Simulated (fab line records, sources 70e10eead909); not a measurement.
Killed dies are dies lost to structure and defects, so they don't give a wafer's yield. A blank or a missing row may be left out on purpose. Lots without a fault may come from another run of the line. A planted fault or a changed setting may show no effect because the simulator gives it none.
Chamber matching | flow nand_harc | NHARC_A_CHANNEL_HOLE_D2_ETCH_44 on rie_diel-03: 4 sister chambers
The step etches the open film in CF4/O2, target depth 140 nm, overetch 14 nm, time 77 s. 4 wafers are shown with their chamber, then 7 later ones without.

WAFERS WITH THEIR CHAMBER
wafer  | chamber | drypump_motor_current_A (A)
L085.1 | 2       | 6.2
L085.6 | 3       | 5.7
L086.2 | 1       | 5.8
L086.4 | 0       | 5.8

WAFERS WITHOUT THEIR CHAMBER
wafer  | drypump_motor_current_A (A)
L086.6 | 6.2
L087.1 | 6.2
L087.4 | 5.8
L087.5 | 5.8
L097.1 | 5.7
L097.2 | 5.9
L097.4 | 6.2

WHICH CHAMBER EACH WENT THROUGH
wafer  | from the rows above     | in truth
L086.6 | 2                       | 2
L087.1 | 2                       | 2
L087.4 | can't be placed: 0 or 1 | 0
L087.5 | can't be placed: 0 or 1 | 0
L097.1 | 3                       | 3
L097.2 | can't be placed: 0 or 1 | 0
L097.4 | 2                       | 2
Placed correctly: 4 of 7. Can't be placed from these rows: 3 (the true chamber is among the candidates in 3). Placed wrongly: 0.
How it was worked out, from the rows above alone: a wafer's distance from a chamber is the root of the sum, over the readings, of the square of ((its reading less the chamber's mean) divided by the reading's scatter). The wafer belongs to the nearest chamber; if the next one is less than 2 further off, it can't be placed. A chamber's mean is the mean of its shown wafers. The scatter: with one shown wafer a chamber, the root of the mean of the squares of how far each hidden wafer lies from its nearest shown one.
